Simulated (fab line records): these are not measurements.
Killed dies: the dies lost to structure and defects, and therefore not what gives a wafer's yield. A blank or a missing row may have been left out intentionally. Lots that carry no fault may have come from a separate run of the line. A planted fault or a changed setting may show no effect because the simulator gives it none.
fab line records	flow n5_finfet
record lots=7	wafers=39
route steps=1938 shown FIN_CUT@176 SDB@369 HKMG_FIN@438 MOL_CONTACT_COAG@586 BEOL_M3@934 BEOL_M8@1398 BEOL_M11@1592
start_h: hours from the record's first day to the start of the lot's first wafer shown	wait_h: hours elapsed since this lot's preceding step	" same as the row above	L1.1+2: several wafers, shown together as one row	- no value present, or no start provided	* or withheld: withheld	< > ~ a bound
route shown NAME@n: names a module that has steps shown in the file, with the first one's number in the route	usual: mean/standard deviation of fault-free wafers	same: alike in all rows	chamber/n: place in a boat	sites: readings site by site	_std_site: standard deviation across them	_edge_site: inner sites' mean taken away from outer sites' mean	radius_mm: how far each site lies from the wafer's centre	mask NAME#n: copy n	behind: the last tool/chamber to shape the wafer	hold: reason for holding the lot/hours on hold/outcome of the hold	device: names the non-switching transistor (n, p or np)	end of line: the same wafers' tests at the end of the route	a step given without rows: its recipe and nothing more	killed: dies lost to structure and defects at the first sort, not the wafer's yield	map: the dies of a wafer, with x for killed, . for not killed, _ for no die there
set.NAME: the setting as run; set.NAME@STEP: as run at that earlier step	model.NAME: the simulator's own value behind a step, which no gauge read
lots where settings were altered on purpose, with a table for each step and a row for each wafer
## steps
# step N5_FIN_CUT_CUT_ETCH_15
# recipe chemistry=HBr/Cl2/O2	target=Si	target_depth_a=1000	bt_time_s=10	mask_material=SOC	time_s=42.4	ion_energy_ev=*	bias_w=*	pressure_mtorr=10	icp_w=800	HBr_flow_sccm=150	Cl2_flow_sccm=80	O2_flow_sccm=12
lot.wafer	tool	chamber	start_h	wait_h	set.time_s	model.etch.depth_nm	model.FIN_CUT.feature_depth_nm	model.SOC_of_FIN_CUT_COAT_18.thk_nm
L077.1	rie_si-02	1	46.31	0.1	42.4	104.5	104.6	169.4
L077.2	"	3	"	"	29.47	69.52	69.6	182.2
L077.3	"	2	"	"	29.47	70.24	70.2	182.4
L077.4	"	0	"	"	42.4	103.9	103.8	168.4
L077.5	"	0	"	"	29.47	71.98	72	180.6
L077.6	"	3	"	"	42.4	100.8	100.8	170.6
L079.1	rie_si-03	3	58.29	0.1	42.4	98.66	98.6	170
L079.2	"	2	"	"	42.4	100.5	100.4	168.8
L079.3	"	1	"	"	42.4	100.5	100.6	169.2
L079.4	"	0	"	"	42.4	97.7	97.6	169.8
L079.5	"	2	"	"	42.4	100.1	100	170.2
L079.6	"	3	"	"	42.4	98.54	98.6	170.4
L081.1	rie_si-03	1	70.79	0.1	42.4	100.4	100.4	170
L081.2	"	0	"	"	42.4	97.98	98	170.2
L081.3	"	3	"	"	42.4	98.48	98.4	170.4
L081.4	"	2	"	"	42.4	99	99	170.8
L081.5	"	2	"	"	42.4	99.31	99.4	169
L081.6	"	3	"	"	42.4	96.81	96.8	170.4
L083.2	rie_si-05	3	82.33	0.1	42.4	95.89	95.8	171.8
L083.4	"	2	"	"	42.4	99.26	99.2	171
L083.6	"	1	"	"	42.4	95.26	95.2	172.4
L086.1	rie_si-05	0	102.08	0.1	32.06	76.33	76.4	178.8
L086.2	"	2	"	"	42.4	98.56	98.6	171
L086.3	"	1	"	"	42.4	94.46	94.4	172.6
L086.4	"	3	"	"	32.06	71.23	71.2	180.6
L086.5	"	3	"	"	42.4	95.31	95.4	171.8
L086.6	"	2	"	"	32.06	73.86	73.8	179.8
L089.1	rie_si-03	3	117.41	0.1	53.04	123	123	161
L089.2	"	0	"	"	42.4	96.92	97	170.2
L089.3	"	1	"	"	42.4	99.71	99.8	168.8
L089.4	"	2	"	"	42.4	99.57	99.6	169.8
L089.5	"	1	"	"	53.04	124.8	124.8	160.2
L089.6	"	2	"	"	53.04	125.4	125.4	159.8
L096.1	rie_si-03	2	159.85	0.1	42.4	101.6	101.6	169.6
L096.2	"	1	"	"	42.4	101.4	101.4	170.2
L096.3	"	3	"	"	42.4	99.31	99.4	170.6
L096.4	"	0	"	"	42.4	99.22	99.2	170.2
L096.5	"	2	"	"	42.4	101.5	101.4	169.8
L096.6	"	1	"	"	42.4	100.7	100.8	170.4
# step N5_SDB_CUT_ETCH_26
# recipe chemistry=HBr/Cl2/O2	target=Si	target_depth_a=1296	bt_time_s=20	mask_material=SiNx	time_s=51.8	ion_energy_ev=*	bias_w=*	pressure_mtorr=10	icp_w=800	HBr_flow_sccm=150	Cl2_flow_sccm=80	O2_flow_sccm=12
lot.wafer	tool	chamber	start_h	wait_h	set.target_depth_a	model.SDB.feature_depth_nm	model.etch.depth_nm	model.SiNx_of_SDB_HM_DEP_00.thk_nm
L077.1	rie_si-01	3	84.30	0.1	1296	133	132.9	21.4
L077.2	"	1	"	"	1296	127.2	127.2	21.2
L077.3	"	2	"	"	1296	130	130.1	20.6
L077.4	"	0	"	"	1296	125	124.9	22.4
L077.5	"	0	"	"	1296	125	124.9	21.8
L077.6	"	1	"	"	1296	127.8	127.8	21.8
L079.1	rie_si-01	2	98.93	0.1	1544	152.8	152.7	18
L079.2	"	1	"	"	1544	151.4	151.4	18.8
L079.3	"	0	"	"	1296	125.6	125.5	22.6
L079.4	"	3	"	"	1296	132.2	132.2	22.6
L079.5	"	0	"	"	1544	149	149	20.2
L079.6	"	1	"	"	1296	127.4	127.4	22
L081.1	rie_si-06	2	110.74	0.1	1296	131.8	131.8	22.6
L081.2	"	1	"	"	1296	128.6	128.5	23
L081.3	"	0	"	"	711.7	68.8	68.8	30.4
L081.4	"	3	"	"	711.7	68.2	68.14	31
L081.5	"	0	"	"	1296	124	124.1	23.4
L081.6	"	3	"	"	711.7	68.6	68.69	31.2
L083.2	rie_si-04	1	120.28	0.1	1296	130.4	130.4	22.6
L083.4	"	3	"	"	1296	126.4	126.4	23.4
L083.6	"	1	"	"	1296	129.8	129.8	23
L086.1	rie_si-01	2	138.89	0.1	2066	206.2	206.1	11.6
L086.2	"	3	"	"	2066	210.8	210.7	12.6
L086.3	"	0	"	"	2066	197.2	197.3	13.8
L086.4	"	1	"	"	1296	127.6	127.5	22.2
L086.5	"	3	"	"	1296	132.6	132.6	22.6
L086.6	"	2	"	"	1296	131.4	131.4	22.6
L089.1	rie_si-06	3	159.03	0.1	1296	126.4	126.3	22.8
L089.2	"	2	"	"	1296	133.6	133.5	21.6
L089.3	"	0	"	"	845.7	82.2	82.1	27.6
L089.4	"	1	"	"	845.7	85	84.96	28.4
L089.5	"	3	"	"	1296	125.6	125.5	23.4
L089.6	"	0	"	"	845.7	83	82.91	27.2
L096.1	rie_si-01	1	201.49	0.1	1552	152.6	152.6	19
L096.2	"	0	"	"	1296	124.4	124.4	22.2
L096.3	"	3	"	"	1552	156.4	156.4	19.4
L096.4	"	2	"	"	1296	128.8	128.9	22.2
L096.5	"	3	"	"	1296	131.2	131.2	22.6
L096.6	"	2	"	"	1552	154.4	154.4	19.4
# step N5_HKMG_FIN_ETCH_35
# recipe chemistry=N2/H2	target=SOC	target_depth_a=2158	ion_energy_ev=65	bias_w=5	source_w=3000	time_s=243.4	pressure_mtorr=30	n2_flow_sccm=200	h2_flow_sccm=200
lot.wafer	tool	chamber	start_h	wait_h	set.target_depth_a	model.etch.depth_nm	model.SOC_of_HKMG_FIN_COAT_29.thk_nm	model.HKMG_FIN.feature_depth_nm
L077.1	rie_diel-06	1	93.04	0.0	1359	145.1	154.4	145
L077.2	"	3	"	"	1359	147.1	153.2	147
L077.3	"	0	"	"	1359	134	166	134
L077.4	"	2	"	"	2158	215.5	84.8	215.4
L077.5	"	2	"	"	2158	214.7	86.4	214.8
L077.6	"	3	"	"	2158	233.2	66	233.2
L079.1	rie_diel-06	1	107.23	0.0	982.8	104.9	194	105
L079.2	"	2	"	"	2158	214.7	84.8	214.6
L079.3	"	0	"	"	982.8	96.68	201.6	96.6
L079.4	"	3	"	"	2158	234.1	65	234
L079.5	"	0	"	"	2158	214.1	85.6	214.2
L079.6	"	3	"	"	982.8	106	193.4	106
L081.1	rie_diel-06	1	119.42	0.0	2158	228.1	71.4	228.2
L081.2	"	3	"	"	2158	229.4	70.4	229.4
L081.3	"	2	"	"	2158	214.2	86.2	214.2
L081.4	"	2	"	"	2158	210.2	89.4	210.2
L081.5	"	3	"	"	2158	230.3	70.2	230.4
L081.6	"	1	"	"	2158	227.3	72.4	227.2
L083.2	rie_diel-05	2	128.90	0.0	2158	210.8	89.2	210.8
L083.4	"	1	"	"	2158	222.3	77	222.2
L083.6	"	1	"	"	2158	221.3	79.6	221.2
L086.1	rie_diel-06	0	148.15	0.0	2158	212.9	88	213
L086.2	"	3	"	"	1820	193.5	106.8	193.6
L086.3	"	2	"	"	1820	178.5	121.2	178.4
L086.4	"	1	"	"	2158	222.9	77.2	222.8
L086.5	"	1	"	"	2158	223.5	76.8	223.6
L086.6	"	2	"	"	1820	178.9	122	179
L089.1	rie_diel-06	1	168.28	0.0	2158	226.7	72.8	226.6
L089.2	"	3	"	"	2158	231.1	68	231
L089.3	"	2	"	"	2158	211.7	87.2	211.6
L089.4	"	0	"	"	2158	213.3	85.8	213.4
L089.5	"	3	"	"	2158	232.1	66.4	232.2
L089.6	"	2	"	"	2158	213	86	213
L096.1	rie_diel-04	3	210.57	0.0	2832	287.3	12	287.4
L096.2	"	2	"	"	2832	276.6	22.6	276.6
L096.3	"	3	"	"	2832	292	7.8	292
L096.4	"	2	"	"	2158	210.8	89.2	210.8
L096.5	"	2	"	"	2158	212.2	87.4	212.2
L096.6	"	3	"	"	2158	221.4	79.2	221.4
# step N5_MOL_CONTACT_COAG_VIA_ETCH_46
# recipe chemistry=C4F6/O2	target_depth_a=460	overetch_a=92	mask_material=SOC	target=SiO2	bias_w=455	pressure_mtorr=10	time_s=40	source_w=325	Ar_flow_sccm=300	C4F6_flow_sccm=10	O2_flow_sccm=10	ion_energy_ev=575.3	ends=end_point
lot.wafer	tool	chamber	start_h	wait_h	set.target_depth_a	model.etch.depth_nm	model.SOC_of_MOL_CONTACT_COAG_COAT_75.thk_nm
L077.1	rie_diel-05	3	117.54	0.0	460	45.8	51.2
L077.2	"	1	"	"	647.4	45.19	48.4
L077.3	"	0	"	"	647.4	46.08	48.4
L077.4	"	3	"	"	460	47.4	51.2
L077.5	"	1	"	"	460	45.77	50.4
L077.6	"	0	"	"	647.4	46.51	48.6
L079.1	rie_diel-04	0	129.25	0.0	287.8	37.26	52.8
L079.2	"	2	"	"	460	46.43	50.8
L079.3	"	1	"	"	460	45.58	50.6
L079.4	"	3	"	"	460	46.74	50.6
L079.5	"	3	"	"	287.8	38.27	52.6
L079.6	"	2	"	"	287.8	37.18	53
L081.1	rie_diel-05	0	143.51	0.0	234.8	32.75	53.6
L081.2	"	1	"	"	234.8	33.16	53.2
L081.3	"	2	"	"	460	46.15	51.2
L081.4	"	2	"	"	460	45.39	51.2
L081.5	"	1	"	"	460	47.2	50.6
L081.6	"	0	"	"	234.8	32.97	53.4
L083.2	rie_diel-06	1	152.48	0.0	460	45.84	50.2
L083.4	"	2	"	"	460	46.98	50.8
L083.6	"	2	"	"	460	46.51	51.2
L086.1	rie_diel-04	2	174.31	0.0	460	46.05	51
L086.2	"	0	"	"	556.9	45.83	49.6
L086.3	"	3	"	"	460	46.17	50.6
L086.4	"	1	"	"	556.9	46.58	49.6
L086.5	"	1	"	"	460	46.42	50.8
L086.6	"	0	"	"	556.9	46.47	49.6
L089.1	rie_diel-05	0	191.36	0.0	460	45.68	50.6
L089.2	"	2	"	"	460	45.38	50.8
L089.3	"	2	"	"	460	46.04	50.8
L089.4	"	0	"	"	460	47.01	50.8
L089.5	"	2	"	"	460	46.05	50.8
L089.6	"	0	"	"	460	46.66	50.8
L096.1	rie_diel-05	0	236.03	0.0	460	45.58	50.4
L096.2	"	1	"	"	206.7	30.28	53.6
L096.3	"	3	"	"	206.7	29.91	53.6
L096.4	"	2	"	"	460	46.49	51
L096.5	"	0	"	"	206.7	30.53	53.6
L096.6	"	1	"	"	460	46.44	50.4
# step N5_MOL_CONTACT_COAG_STRIP_96
# recipe chemistry=N2/H2	power_w=500	temp_c=40	pressure_mtorr=50	rf_frequency_hz=6e+07	overash_fraction=0.3	bias_power_w=28	h2_frac=0.5	n2_flow_sccm=300	h2_flow_sccm=300
# step N5_MOL_CONTACT_COAG_ETCH_47
# recipe chemistry=CH3F/O2	target=SiNx	target_depth_a=270	mask_material=SiO2	stop_on=W	over_etch_frac=0.2	ion_energy_ev=120	endpoint=OES-CN	pressure_mtorr=30	source_w=395	bias_w=73	Ar_flow_sccm=150	CH3F_flow_sccm=30	O2_flow_sccm=20	ends=end_point
# usual etch_rf_on_time_s=31.3/0.77
lot.wafer	tool	chamber	start_h	wait_h	set.target_depth_a@MOL_CONTACT_COAG_VIA_ETCH_46	etch_rf_on_time_s	model.etch.over_etch_s
L077.1	rie_diel-05	3	117.64	0.0	460	32.0	5.328
L077.2	"	1	"	"	647.4	30.6	5.096
L077.3	"	0	"	"	647.4	31.2	5.205
L077.4	"	3	"	"	460	32.2	5.366
L077.5	"	1	"	"	460	30.8	5.128
L077.6	"	0	"	"	647.4	31.4	5.242
L079.1	rie_diel-04	0	129.36	0.0	287.8	50.8	0
L079.2	"	2	"	"	460	31.7	5.277
L079.3	"	1	"	"	460	31.8	5.301
L079.4	"	3	"	"	460	30.6	5.093
L079.5	"	3	"	"	287.8	50.8	0
L079.6	"	2	"	"	287.8	50.8	0
L081.1	rie_diel-05	0	143.62	0.0	234.8	50.8	0
L081.2	"	1	"	"	234.8	50.8	0
L081.3	"	2	"	"	460	32.7	5.45
L081.4	"	2	"	"	460	32.8	5.468
L081.5	"	1	"	"	460	31.0	5.167
L081.6	"	0	"	"	234.8	50.8	0
L083.2	rie_diel-06	1	152.59	0.0	460	30.7	5.109
L083.4	"	2	"	"	460	31.4	5.236
L083.6	"	2	"	"	460	31.2	5.199
L086.1	rie_diel-04	2	174.42	0.0	460	31.5	5.248
L086.2	"	0	"	"	556.9	31.7	5.282
L086.3	"	3	"	"	460	30.5	5.088
L086.4	"	1	"	"	556.9	32.0	5.325
L086.5	"	1	"	"	460	32.1	5.349
L086.6	"	0	"	"	556.9	31.3	5.209
L089.1	rie_diel-05	0	191.52	0.0	460	31.2	5.2
L089.2	"	2	"	"	460	32.0	5.343
L089.3	"	2	"	"	460	32.1	5.35
L089.4	"	0	"	"	460	31.7	5.278
L089.5	"	2	"	"	460	32.0	5.33
L089.6	"	0	"	"	460	31.2	5.2
L096.1	rie_diel-05	0	236.14	0.0	460	30.6	5.097
L096.2	"	1	"	"	206.7	50.8	0
L096.3	"	3	"	"	206.7	50.8	0
L096.4	"	2	"	"	460	32.3	5.379
L096.5	"	0	"	"	206.7	50.8	0
L096.6	"	1	"	"	460	30.8	5.14
# step N5_BEOL_M3_HM_DEP_02
# recipe material=TiN	target_thk_a=200	temp_c=25	chamber_pressure_pa=0.49996
lot.wafer	tool	chamber	start_h	wait_h	set.target_thk_a	model.TiN_of_BEOL_M3_HM_DEP_02.thk_nm
L077.1	pvd_sputter-02	-	161.75	3.8	200	20
L077.2	"	-	"	"	200	19.2
L077.3+4+6	"	-	"	"	278.2	27.6
L077.5	"	-	"	"	200	19.8
L079.1	pvd_sputter-02	-	176.82	2.0	200	20
L079.2	"	-	"	"	200	20.4
L079.3	"	-	"	"	200	19.6
L079.4	"	-	"	"	244	24.4
L079.5	"	-	"	"	244	24.8
L079.6	"	-	"	"	244	24
L081.1	pvd_sputter-02	-	186.92	0.4	302	30.2
L081.2	"	-	"	"	200	19.4
L081.3	"	-	"	"	302	29.8
L081.4	"	-	"	"	200	19.6
L081.5	"	-	"	"	302	29.6
L081.6	"	-	"	"	200	20
L083.2	pvd_sputter-03	-	193.12	1.7	200	20.4
L083.4+6	"	-	"	"	200	20.2
L086.1	pvd_sputter-03	-	213.49	0.7	200	20.4
L086.2	"	-	"	"	275.5	27.8
L086.3+4	"	-	"	"	200	20.2
L086.5	"	-	"	"	275.5	27.6
L086.6	"	-	"	"	275.5	28
L089.1+5	pvd_sputter-01	-	236.85	0.7	200	19.8
L089.2	"	-	"	"	200	20.2
L089.3	"	-	"	"	200	20.4
L089.4+6	"	-	"	"	200	20
L096.1+4+5+6	pvd_sputter-01	-	295.19	1.2	200	20.2
L096.2+3	"	-	"	"	200	19.6
# step N5_BEOL_M3_COAT_61
# recipe resist=SOC	temp_c=250	time_s=60	spin_rpm=1500	resist_thk_nm=60
# step N5_BEOL_M3_COAT_62
# recipe resist=SiARC	temp_c=220	time_s=60	spin_rpm=1500	resist_thk_nm=12
# step N5_BEOL_M3_STRIP_75
# recipe chemistry=N2/H2	temp_c=40	n2_flow_sccm=200	h2_flow_sccm=200	rf_frequency_hz=6e+07
# step N5_BEOL_M3_STRIP_66
# recipe chemistry=CF4	resist=SiARC	power_w=300	bias_power_w=75	pressure_mtorr=50	cf4_flow_sccm=150	rf_frequency_hz=6e+07
# step N5_BEOL_M3_HM_OPEN_17
# recipe chemistry=Cl2/BCl3	target_depth_a=200	overetch_a=60	target=TiN	mask_material=SOC	ion_energy_ev=150	pressure_mtorr=10	icp_w=1000	bias_w=126	Cl2_flow_sccm=53.25	bcl3_flow_sccm=21.75	Ar_flow_sccm=25
lot.wafer	tool	chamber	start_h	wait_h	set.target_thk_a@BEOL_M3_HM_DEP_02	model.etch.depth_nm
L077.1	rie_metal-03	0	162.63	0.0	200	20.05
L077.2	"	1	"	"	200	19.27
L077.3	"	0	"	"	278.2	25.25
L077.4	"	1	"	"	278.2	26.36
L077.5	"	0	"	"	200	19.83
L077.6	"	1	"	"	278.2	26.47
L079.1	rie_metal-01	1	177.70	0.0	200	19.96
L079.2	"	0	"	"	200	20.32
L079.3	"	0	"	"	200	19.57
L079.4	"	1	"	"	244	24.42
L079.5	"	1	"	"	244	24.72
L079.6	"	0	"	"	244	23.92
L081.1	rie_metal-02	1	187.68	0.0	302	27.47
L081.2	"	0	"	"	200	19.43
L081.3	"	1	"	"	302	27.62
L081.4	"	0	"	"	200	19.68
L081.5	"	1	"	"	302	27.46
L081.6	"	0	"	"	200	20.04
L083.2	rie_metal-02	1	194.00	0.0	200	20.34
L083.4	"	0	"	"	200	20.13
L083.6	"	1	"	"	200	20.26
L086.1	rie_metal-01	0	214.92	0.0	200	20.39
L086.2	"	1	"	"	275.5	25.32
L086.3	"	1	"	"	200	20.24
L086.4	"	0	"	"	200	20.18
L086.5	"	0	"	"	275.5	26.55
L086.6	"	1	"	"	275.5	25.02
L089.1	rie_metal-01	0	237.73	0.0	200	19.86
L089.2	"	1	"	"	200	20.23
L089.3	"	0	"	"	200	20.46
L089.4	"	1	"	"	200	19.95
L089.5	"	0	"	"	200	19.81
L089.6	"	1	"	"	200	20.01
L096.1	rie_metal-03	1	295.97	0.0	200	20.21
L096.2	"	0	"	"	200	19.62
L096.3	"	1	"	"	200	19.65
L096.4+6	"	0,1	"	"	200	20.22
L096.5	"	0	"	"	200	20.25
# step N5_BEOL_M8_DEP_56
# recipe material=SiCN	target_thk_a=100	temp_c=withheld	precursor=3MS/NH3	pressure_torr=3	rf_w=202	time_s=17.5
lot.wafer	tool	chamber	start_h	wait_h	set.target_thk_a	model.SiCN_of_BEOL_M8_DEP_56.thk_nm
L077.1	pecvd-04	0	222.95	0.0	100	9.8
L077.2+4	"	1	"	"	100	10.2
L077.3+6	"	2,0	"	"	117.5	11.6
L077.5	"	2	"	"	117.5	11.8
L079.1+5	pecvd-03	1,2	224.93	0.0	100	10
L079.2+6	"	0,1	"	"	100	10.2
L079.3	"	2	"	"	100	9.8
L079.4	"	0	"	"	100	10.4
L081.1+2	pecvd-04	2,1	245.18	0.0	100	10.2
L081.3+4	"	0	"	"	63.83	6.2
L081.5	"	2	"	"	63.83	6.6
L081.6	"	1	"	"	100	10
L083.2+6	pecvd-01	1,2	249.25	0.0	100	9.8
L083.4	"	1	"	"	100	10
L086.1+2+5	pecvd-04	2,1,2	278.83	0.0	100	10.2
L086.3+4+6	"	2,1,1	"	"	100	10.4
L089.1	pecvd-04	2	307.18	0.0	150.6	15
L089.2+5	"	1,2	"	"	100	10.2
L089.3	"	0	"	"	150.6	14.8
L089.4	"	0	"	"	100	10
L089.6	"	1	"	"	150.6	15.4
L096.1	pecvd-04	2	356.99	0.0	100	10.2
L096.2	"	1	"	"	83.9	8.6
L096.3	"	0	"	"	100	10
L096.4	"	0	"	"	83.9	8.4
L096.5	"	2	"	"	83.9	8.8
L096.6	"	1	"	"	100	10.6
# step N5_BEOL_M11_CVD_75
# recipe material=Co	target_thk_a=20	temp_c=withheld	precursor=CCTBA/H2	pressure_torr=30	time_s=138.9
lot.wafer	tool	chamber	start_h	wait_h	set.target_thk_a	model.Co_of_BEOL_M11_CVD_75.thk_nm
L077.1+2	cvd_co-02	2,1	242.01	0.1	25.3	2.6
L077.3	"	0	"	"	25.3	2.4
L077.4	"	2	"	"	20	2.2
L077.5+6	"	0,1	"	"	20	2
L079.1+3	cvd_co-02	1,2	246.97	0.0	20	2
L079.2+5+6	"	0,1,0	"	"	28.16	2.8
L079.4	"	2	"	"	20	2.2
L081.1	cvd_co-01	2	271.40	0.0	20	2
L081.2	"	0	"	"	31.94	3
L081.3	"	1	"	"	31.94	3.4
L081.4	"	0	"	"	20	1.8
L081.5	"	2	"	"	31.94	3.2
L081.6	"	1	"	"	20	2.2
L083.2+6	cvd_co-02	1,2	272.50	0.1	20	2
L083.4	"	0	"	"	20	1.8
L086.1+3	cvd_co-01	2,0	304.09	0.2	20	2
L086.2	"	1	"	"	31.03	3.4
L086.4+6	"	2,0	"	"	31.03	3
L086.5	"	1	"	"	20	2.2
L089.1	cvd_co-02	0	333.69	0.1	13.81	1.2
L089.2+5	"	2	"	"	13.81	1.4
L089.3	"	2	"	"	20	2.2
L089.4+6	"	0	"	"	20	1.8
L096.1	cvd_co-01	2	380.36	0.0	20	2.2
L096.2+4	"	0	"	"	20	1.8
L096.3+5+6	"	1,1,2	"	"	25.87	2.6
## key
split step=N5_FIN_CUT_CUT_ETCH_15	setting=time_s	stated=42.4	by=wafer
response step=N5_FIN_CUT_CUT_ETCH_15	reading=model.etch.depth_nm	change=+1.01	per=1%	r=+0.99
response step=N5_FIN_CUT_CUT_ETCH_15	reading=model.FIN_CUT.feature_depth_nm	change=+1.01	per=1%	r=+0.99
response step=N5_FIN_CUT_CUT_ETCH_15	reading=model.SOC_of_FIN_CUT_COAT_18.thk_nm	change=-0.371	per=1%	r=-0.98
split step=N5_SDB_CUT_ETCH_26	setting=target_depth_a	stated=1296	by=wafer
response step=N5_SDB_CUT_ETCH_26	reading=model.SDB.feature_depth_nm	change=+1.28	per=1%	r=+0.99
response step=N5_SDB_CUT_ETCH_26	reading=model.etch.depth_nm	change=+1.28	per=1%	r=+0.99
response step=N5_SDB_CUT_ETCH_26	reading=model.SiNx_of_SDB_HM_DEP_00.thk_nm	change=-0.165	per=1%	r=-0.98
split step=N5_HKMG_FIN_ETCH_35	setting=target_depth_a	stated=2158	by=wafer
response step=N5_HKMG_FIN_ETCH_35	reading=model.etch.depth_nm	change=+2.19	per=1%	r=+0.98
response step=N5_HKMG_FIN_ETCH_35	reading=model.SOC_of_HKMG_FIN_COAT_29.thk_nm	change=-2.18	per=1%	r=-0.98
response step=N5_HKMG_FIN_ETCH_35	reading=model.HKMG_FIN.feature_depth_nm	change=+2.19	per=1%	r=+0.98
split step=N5_MOL_CONTACT_COAG_VIA_ETCH_46	setting=target_depth_a	stated=460	by=wafer
response step=N5_MOL_CONTACT_COAG_VIA_ETCH_46	reading=model.etch.depth_nm	shape=bent	at_lowest=30.24	at_stated=46.24	at_highest=45.93
response step=N5_MOL_CONTACT_COAG_VIA_ETCH_46	reading=model.SOC_of_MOL_CONTACT_COAG_COAT_75.thk_nm	change=-0.0547	per=1%	r=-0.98
response step=N5_MOL_CONTACT_COAG_ETCH_47	reading=etch_rf_on_time_s	shape=bent	at_lowest=*	at_stated=*	at_highest=*
response step=N5_MOL_CONTACT_COAG_ETCH_47	reading=model.etch.over_etch_s	shape=bent	at_lowest=0	at_stated=5.255	at_highest=5.181
split step=N5_BEOL_M3_HM_DEP_02	setting=target_thk_a	stated=200	by=wafer
response step=N5_BEOL_M3_HM_DEP_02	reading=model.TiN_of_BEOL_M3_HM_DEP_02.thk_nm	change=+0.201	per=1%	r=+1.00
response step=N5_BEOL_M3_HM_OPEN_17	reading=model.etch.depth_nm	change=+0.156	per=1%	r=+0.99
split step=N5_BEOL_M8_DEP_56	setting=target_thk_a	stated=100	by=wafer
response step=N5_BEOL_M8_DEP_56	reading=model.SiCN_of_BEOL_M8_DEP_56.thk_nm	change=+0.0997	per=1%	r=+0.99
split step=N5_BEOL_M11_CVD_75	setting=target_thk_a	stated=20	by=wafer
response step=N5_BEOL_M11_CVD_75	reading=model.Co_of_BEOL_M11_CVD_75.thk_nm	change=+0.0195	per=1%	r=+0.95
